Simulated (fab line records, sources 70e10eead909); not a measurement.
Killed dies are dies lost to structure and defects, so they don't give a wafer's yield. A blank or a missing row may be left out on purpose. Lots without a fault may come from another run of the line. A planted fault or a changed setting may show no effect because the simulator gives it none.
Chamber matching | flow nand_harc | NHARC_A_STAIRCASE_TRIM_220 on rie_diel-06: 4 sister chambers
The step chemistry O2, time 211.2 s. 4 wafers are shown with their chamber, then 9 later ones without.

WAFERS WITH THEIR CHAMBER
wafer  | chamber | showerhead_plenum_p_Torr (Torr)
L784.6 | 0       | 3.35
L789.1 | 3       | 3.58
L789.3 | 1       | 3.49
L789.5 | 2       | 3.58

WAFERS WITHOUT THEIR CHAMBER
wafer  | showerhead_plenum_p_Torr (Torr)
L791.1 | 3.35
L791.5 | 3.49
L791.6 | 3.58
L790.1 | 3.58
L790.2 | 3.49
L790.3 | 3.57
L792.2 | 3.49
L792.3 | 3.34
L792.5 | 3.57

WHICH CHAMBER EACH WENT THROUGH
wafer  | from the rows above     | in truth
L791.1 | 0                       | 0
L791.5 | 1                       | 1
L791.6 | can't be placed: 2 or 3 | 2
L790.1 | can't be placed: 2 or 3 | 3
L790.2 | 1                       | 1
L790.3 | can't be placed: 2 or 3 | 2
L792.2 | 1                       | 1
L792.3 | 0                       | 0
L792.5 | can't be placed: 2 or 3 | 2
Placed correctly: 5 of 9. Can't be placed from these rows: 4 (the true chamber is among the candidates in 4). Placed wrongly: 0.
How it was worked out, from the rows above alone: a wafer's distance from a chamber is the root of the sum, over the readings, of the square of ((its reading less the chamber's mean) divided by the reading's scatter). The wafer belongs to the nearest chamber; if the next one is less than 2 further off, it can't be placed. A chamber's mean is the mean of its shown wafers. The scatter: with one shown wafer a chamber, the root of the mean of the squares of how far each hidden wafer lies from its nearest shown one.
